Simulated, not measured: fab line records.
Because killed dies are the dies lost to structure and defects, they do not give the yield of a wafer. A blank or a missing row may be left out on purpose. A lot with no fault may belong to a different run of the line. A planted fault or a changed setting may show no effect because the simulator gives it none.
Chamber matching | flow nandHarc | NHARC_P_BONDPAD_ETCH_37 on rieDiel-02 has 4 sister chambers
The step etches the open film in N2/H2, target depth 60 nm, overetch 18 nm, time 65.91 s. 4 wafers are shown with their chamber, then 10 later ones without.

## WAFERS WITH THEIR CHAMBER
wafer  | chamber | showerheadPlenumPTorr (Torr)
L168.1 | 3       | 1.89
L168.5 | 1       | 2.03
L169.1 | 0       | 2.12
L169.3 | 2       | 2.01

## WAFERS WHOSE CHAMBER IS MISSING
wafer  | showerheadPlenumPTorr (Torr)
L169.4 | 1.89
L176.4 | 2.12
L176.5 | 2.01
L176.6 | 2.02
L177.1 | 2.01
L177.2 | 2.12
L177.4 | 1.89
L179.1 | 1.89
L179.2 | 2.02
L179.4 | 2.12

## EACH ONE'S CHAMBER
wafer  | from the rows above     | in truth
L169.4 | 3                       | 3
L176.4 | 0                       | 0
L176.5 | 2                       | 2
L176.6 | can't be placed: 1 or 2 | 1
L177.1 | 2                       | 2
L177.2 | 0                       | 0
L177.4 | 3                       | 3
L179.1 | 3                       | 3
L179.2 | can't be placed: 1 or 2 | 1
L179.4 | 0                       | 0
Correct placement for 8 of the 10. Not placeable from these rows: 2 (in 2, the candidates include the true chamber). 0 placed wrongly.
How it was worked out, from the rows above alone: a wafer's distance from a chamber is the root of the sum, over the readings, of the square of ((its reading less the chamber's mean) divided by the reading's scatter). The wafer belongs to the nearest chamber; if the next one is less than 2 further off, it can't be placed. For every chamber, the mean is computed from those of its wafers that are shown. The scatter: root of mean squared gap, hidden wafer to nearest shown wafer, with one shown wafer a chamber.
